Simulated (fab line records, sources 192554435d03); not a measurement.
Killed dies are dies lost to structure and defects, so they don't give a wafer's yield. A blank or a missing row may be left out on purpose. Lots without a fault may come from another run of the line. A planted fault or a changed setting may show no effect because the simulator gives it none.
Which tool did it? | flow n5_finfet | 24 lots, 72 wafers sampled, at 5 steps of a route of 1938

WHAT THE GAUGES READ, wafer by wafer
N5_STI_FIN_REVEAL_THK_MEAS_05. Usual: thk_nm 131.8 nm, standard deviation 1.
lot  | measured    | on            | thk_nm (nm)       | flag
L074 | day 2 08:16 | film_metro-02 | 130.9 131.8 130.2 |
L075 | day 2 14:22 | film_metro-01 | 130.9 131.6 131.6 |
L076 | day 2 21:14 | film_metro-01 | 132.0 132.0 131.5 |
L077 | day 3 02:46 | film_metro-01 | 132.5 131.6 132.9 |
L078 | day 3 10:26 | film_metro-02 | 131.2 130.7 131.4 |
L079 | day 3 15:16 | film_metro-01 | 132.1 132.5 131.7 |
L080 | day 3 22:31 | film_metro-01 | 130.3 131.0 130.4 |
L081 | day 4 03:42 | film_metro-01 | 131.4 131.1 132.5 |
L082 | day 4 08:35 | film_metro-02 | 132.4 134.0 133.0 |
L083 | day 4 17:12 | film_metro-02 | 132.1 131.0 130.9 |
L084 | day 4 21:43 | film_metro-01 | 130.9 131.7 131.9 |
L085 | day 5 07:13 | film_metro-02 | 132.6 131.9 131.7 |
L086 | day 5 11:21 | film_metro-01 | 133.4 132.9 133.7 |
L087 | day 5 16:38 | film_metro-01 | 132.9 132.6 132.8 |
L088 | day 5 23:21 | film_metro-01 | 133.4 132.8 133.6 |
L089 | day 6 04:01 | film_metro-01 | 131.2 132.0 132.0 |
L090 | day 6 09:49 | film_metro-02 | 132.4 130.5 130.5 |
L091 | day 6 16:45 | film_metro-02 | 130.6 132.1 133.2 |
L092 | day 6 20:28 | film_metro-02 | 132.9 133.2 132.2 |
L093 | day 7 02:52 | film_metro-01 | 130.8 132.1 131.6 |
L094 | day 7 08:32 | film_metro-01 | 133.0 132.8 132.9 |
L095 | day 7 16:13 | film_metro-02 | 130.0 129.8 130.8 |
L096 | day 7 21:26 | film_metro-01 | 131.4 130.5 129.8 |
L097 | day 8 04:04 | film_metro-02 | 132.2 130.6 129.9 |

N5_DUMMY_GATE_THK_MEAS_05. Usual: thk_nm 72.0 nm, standard deviation 0.98.
lot  | measured    | on            | thk_nm (nm)    | flag
L074 | day 2 15:48 | film_metro-02 | 69.9 71.5 71.1 |
L075 | day 2 22:04 | film_metro-01 | 72.3 70.4 72.7 |
L076 | day 3 05:49 | film_metro-01 | 71.7 70.9 70.8 |
L077 | day 3 10:29 | film_metro-01 | 71.6 72.4 71.9 |
L078 | day 3 18:31 | film_metro-02 | 71.6 71.1 70.0 |
L079 | day 3 23:04 | film_metro-01 | 71.2 71.9 71.6 |
L080 | day 4 05:59 | film_metro-01 | 72.0 70.4 71.5 |
L081 | day 4 11:19 | film_metro-02 | 71.9 71.5 71.6 |
L082 | day 4 16:40 | film_metro-02 | 72.3 72.1 73.8 |
L083 | day 5 01:08 | film_metro-02 | 72.1 71.4 71.3 |
L084 | day 5 06:03 | film_metro-02 | 72.7 73.1 72.8 |
L085 | day 5 15:25 | film_metro-01 | 71.9 72.4 72.7 |
L086 | day 5 19:02 | film_metro-01 | 71.8 72.9 71.6 |
L087 | day 6 00:07 | film_metro-01 | 73.6 73.6 75.1 |
L088 | day 6 06:54 | film_metro-02 | 71.9 73.8 72.9 |
L089 | day 6 13:21 | film_metro-01 | 72.6 72.7 73.1 |
L090 | day 6 19:14 | film_metro-01 | 71.9 72.9 71.4 |
L091 | day 7 02:13 | film_metro-01 | 71.8 73.2 72.2 |
L092 | day 7 05:06 | film_metro-02 | 72.7 72.9 72.5 |
L093 | day 7 13:54 | film_metro-01 | 71.9 72.2 71.4 |
L094 | day 7 16:35 | film_metro-02 | 72.7 71.0 72.1 |
L095 | day 8 00:04 | film_metro-02 | 71.4 72.4 70.8 |
L096 | day 8 05:06 | film_metro-02 | 72.7 72.3 72.6 |
L097 | day 8 13:25 | film_metro-02 | 72.6 73.7 72.9 |

N5_DUMMY_GATE_CD_MEAS_24: target cd 15 nm. Usual: cd_nm 15.0 nm, standard deviation 0.32.
lot  | measured    | on        | cd_nm (nm)     | flag
L074 | day 2 21:26 | cd_sem-02 | 15.1 15.8 15.2 |
L075 | day 3 03:31 | cd_sem-02 | 14.9 14.5 14.8 |
L076 | day 3 11:17 | cd_sem-01 | 14.9 14.8 15.4 |
L077 | day 3 16:08 | cd_sem-01 | 14.9 14.9 15.2 |
L078 | day 4 00:04 | cd_sem-03 | 15.5 14.8 14.9 |
L079 | day 4 04:23 | cd_sem-03 | 14.8 15.0 14.7 |
L080 | day 4 11:32 | cd_sem-01 | 14.8 14.3 15.1 |
L081 | day 4 16:47 | cd_sem-01 | 14.6 14.9 14.9 |
L082 | day 4 21:59 | cd_sem-02 | 15.5 15.1 15.6 |
L083 | day 5 06:47 | cd_sem-01 | 14.7 14.7 14.3 |
L084 | day 5 11:25 | cd_sem-01 | 15.2 15.5 14.7 |
L085 | day 5 20:42 | cd_sem-01 | 14.9 15.5 15.1 |
L086 | day 6 00:20 | cd_sem-03 | 15.0 15.1 14.9 |
L087 | day 6 05:25 | cd_sem-03 | 15.2 15.5 14.7 |
L088 | day 6 12:23 | cd_sem-03 | 14.9 15.4 15.1 |
L089 | day 6 18:38 | cd_sem-01 | 15.0 15.1 14.6 |
L090 | day 7 03:01 | cd_sem-03 | 15.0 15.2 15.2 |
L091 | day 7 10:19 | cd_sem-01 | 15.0 14.9 14.7 |
L092 | day 7 10:50 | cd_sem-01 | 15.1 15.6 15.2 |
L093 | day 7 21:10 | cd_sem-01 | 14.9 15.0 15.1 |
L094 | day 7 23:58 | cd_sem-02 | 14.4 15.1 14.7 |
L095 | day 8 05:29 | cd_sem-02 | 15.1 15.0 15.0 |
L096 | day 8 10:23 | cd_sem-01 | 14.6 14.8 14.7 |
L097 | day 8 19:14 | cd_sem-01 | 15.0 14.9 14.6 |

WHICH TOOL RAN EACH LOT (tool, then ch and the chambers of the sampled wafers, then the start)
lot  | N5_FIN_CUT_CUT_ETCH_15          | N5_FIN_CUT_CUT_ETCH_28
L074 | rie_si-05 ch 1,2,3, day 2 02:34 | rie_si-05 ch 1,2,3, day 2 02:37
L075 | rie_si-02 ch 1,2, day 2 08:40   | rie_si-02 ch 1,2, day 2 08:44
L076 | rie_si-05 ch 0,1,2, day 2 14:57 | rie_si-05 ch 0,1,2, day 2 15:00
L077 | rie_si-05 ch 1,2, day 2 20:58   | rie_si-05 ch 1,2, day 2 21:01
L078 | rie_si-04 ch 0,3, day 3 04:10   | rie_si-04 ch 0,3, day 3 04:13
L079 | rie_si-04 ch 1,2,3, day 3 09:34 | rie_si-04 ch 1,2,3, day 3 09:37
L080 | rie_si-05 ch 2,3, day 3 16:47   | rie_si-05 ch 2,3, day 3 16:51
L081 | rie_si-04 ch 0,1,3, day 3 21:54 | rie_si-04 ch 0,1,3, day 3 21:58
L082 | rie_si-05 ch 0,1, day 4 02:52   | rie_si-05 ch 0,1, day 4 02:55
L083 | rie_si-04 ch 2,3, day 4 10:53   | rie_si-04 ch 2,3, day 4 10:56
L084 | rie_si-05 ch 0,1,2, day 4 16:01 | rie_si-05 ch 0,1,2, day 4 16:04
L085 | rie_si-04 ch 0,2,3, day 4 23:53 | rie_si-04 ch 0,2,3, day 4 23:57
L086 | rie_si-04 ch 2,3, day 5 05:34   | rie_si-04 ch 2,3, day 5 05:37
L087 | rie_si-02 ch 0,1, day 5 09:22   | rie_si-02 ch 0,1, day 5 09:25
L088 | rie_si-02 ch 0,3, day 5 16:56   | rie_si-02 ch 0,3, day 5 17:00
L089 | rie_si-02 ch 0,1,3, day 5 22:02 | rie_si-02 ch 0,1,3, day 5 22:05
L090 | rie_si-05 ch 0,1,2, day 6 04:04 | rie_si-05 ch 0,1,2, day 6 04:07
L091 | rie_si-05 ch 0,1,2, day 6 11:03 | rie_si-05 ch 0,1,2, day 6 11:07
L092 | rie_si-02 ch 0,1,2, day 6 14:45 | rie_si-02 ch 0,1,2, day 6 14:48
L093 | rie_si-02 ch 0,2,3, day 6 20:30 | rie_si-02 ch 0,2,3, day 6 20:33
L094 | rie_si-02 ch 1,3, day 7 02:50   | rie_si-02 ch 1,3, day 7 02:53
L095 | rie_si-05 ch 2,3, day 7 09:42   | rie_si-05 ch 2,3, day 7 09:46
L096 | rie_si-04 ch 0,1, day 7 15:44   | rie_si-04 ch 0,1, day 7 15:48
L097 | rie_si-02 ch 1,3, day 7 22:21   | rie_si-02 ch 1,3, day 7 22:25
- N5_FIN_CUT_CUT_ETCH_15: etches Si in HBr/Cl2/O2, target depth 100 nm, bt time 10 s, time 42.4 s.
- N5_FIN_CUT_CUT_ETCH_28: etches Si in HBr/Cl2/O2, target depth 6 nm, time 2.4 s.

WHAT THE TOOLS THEMSELVES READ (means of the sampled wafers that have a number; where no wafer has one, the mark that the record gives instead)
N5_FIN_CUT_CUT_ETCH_15. Usual: drypump_motor_current_A 5.8 A, standard deviation 0.47; oes_product_au 0.992 a.u., standard deviation 0.013; throttle_valve_pct 36.96 %, standard deviation 0.28.
lot  | tool      | drypump_motor_current_A (A) | oes_product_au (a.u.) | throttle_valve_pct (%) | flag
L074 | rie_si-05 | 5.6                         | 0.994                 | 36.71                  |
L075 | rie_si-02 | 6.1                         | 0.987                 | 37.21                  |
L076 | rie_si-05 | 5.6                         | 1.001                 | 36.76                  |
L077 | rie_si-05 | 5.2                         | 0.995                 | 36.72                  |
L078 | rie_si-04 | 5.6                         | 0.993                 | 37.32                  |
L079 | rie_si-04 | 5.9                         | 1.001                 | 36.99                  |
L080 | rie_si-05 | 5.3                         | 0.998                 | 36.73                  |
L081 | rie_si-04 | 5.8                         | 0.990                 | 37.22                  |
L082 | rie_si-05 | 5.9                         | 1.003                 | 36.81                  |
L083 | rie_si-04 | 5.9                         | 1.007                 | 37.00                  |
L084 | rie_si-05 | 5.5                         | 1.002                 | 36.76                  |
L085 | rie_si-04 | 5.8                         | 0.995                 | 37.24                  |
L086 | rie_si-04 | 5.7                         | 1.002                 | 37.09                  |
L087 | rie_si-02 | 5.4                         | 0.977                 | 36.97                  |
L088 | rie_si-02 | 5.8                         | 0.990                 | 36.91                  |
L089 | rie_si-02 | 5.8                         | 0.981                 | 36.91                  |
L090 | rie_si-05 | 5.6                         | 1.001                 | 36.76                  |
L091 | rie_si-05 | 5.5                         | 1.003                 | 36.76                  |
L092 | rie_si-02 | 5.7                         | 0.981                 | 37.09                  |
L093 | rie_si-02 | 5.7                         | 0.986                 | 37.11                  |
L094 | rie_si-02 | 6.3                         | 0.989                 | 36.84                  |
L095 | rie_si-05 | 5.3                         | 0.987                 | 36.73                  |
L096 | rie_si-04 | 6.0                         | 0.991                 | 37.14                  |
L097 | rie_si-02 | 6.3                         | 0.979                 | 36.81                  |

N5_FIN_CUT_CUT_ETCH_28. Usual: drypump_motor_current_A 5.8 A, standard deviation 0.48; oes_product_au 0.992 a.u., standard deviation 0.014; throttle_valve_pct 36.96 %, standard deviation 0.28.
lot  | tool      | drypump_motor_current_A (A) | oes_product_au (a.u.) | throttle_valve_pct (%) | flag
L074 | rie_si-05 | 5.6                         | 0.992                 | 36.73                  |
L075 | rie_si-02 | 6.1                         | 0.989                 | 37.22                  |
L076 | rie_si-05 | 5.6                         | 1.000                 | 36.76                  |
L077 | rie_si-05 | 5.2                         | 0.997                 | 36.71                  |
L078 | rie_si-04 | 5.6                         | 0.998                 | 37.31                  |
L079 | rie_si-04 | 5.9                         | 1.001                 | 36.98                  |
L080 | rie_si-05 | 5.3                         | 0.990                 | 36.72                  |
L081 | rie_si-04 | 5.8                         | 0.991                 | 37.22                  |
L082 | rie_si-05 | 5.9                         | 1.008                 | 36.79                  |
L083 | rie_si-04 | 5.9                         | 1.007                 | 37.00                  |
L084 | rie_si-05 | 5.5                         | 1.002                 | 36.76                  |
L085 | rie_si-04 | 5.8                         | 0.996                 | 37.24                  |
L086 | rie_si-04 | 5.7                         | 1.010                 | 37.08                  |
L087 | rie_si-02 | 5.3                         | 0.966                 | 36.97                  |
L088 | rie_si-02 | 5.8                         | 0.987                 | 36.91                  |
L089 | rie_si-02 | 5.8                         | 0.977                 | 36.91                  |
L090 | rie_si-05 | 5.6                         | 1.000                 | 36.76                  |
L091 | rie_si-05 | 5.6                         | 1.005                 | 36.75                  |
L092 | rie_si-02 | 5.7                         | 0.973                 | 37.10                  |
L093 | rie_si-02 | 5.7                         | 0.984                 | 37.11                  |
L094 | rie_si-02 | 6.3                         | 0.993                 | 36.83                  |
L095 | rie_si-05 | 5.3                         | 0.991                 | 36.72                  |
L096 | rie_si-04 | 6.0                         | 0.990                 | 37.13                  |
L097 | rie_si-02 | 6.2                         | 0.987                 | 36.82                  |

THE ANSWER, worked out from the rows above alone
Rule: a lot is off if the mean of its wafers that have a number lies more than 3 standard deviations from the usual mean. A lot without any number at a reading at which 4 lots or more have one is off too. The other lots that the step has rows for count as sound. The gauges are gone through in route order, then the tools' own readings, and for those a lot's mean is taken as printed above. The first step at which some lot is off is used, and at that step the reading that is off furthest; a lot without a number counts as furthest.
No lot is off at any reading shown: from this, nothing can be told.

WHAT THE SIMULATOR HAD PUT IN
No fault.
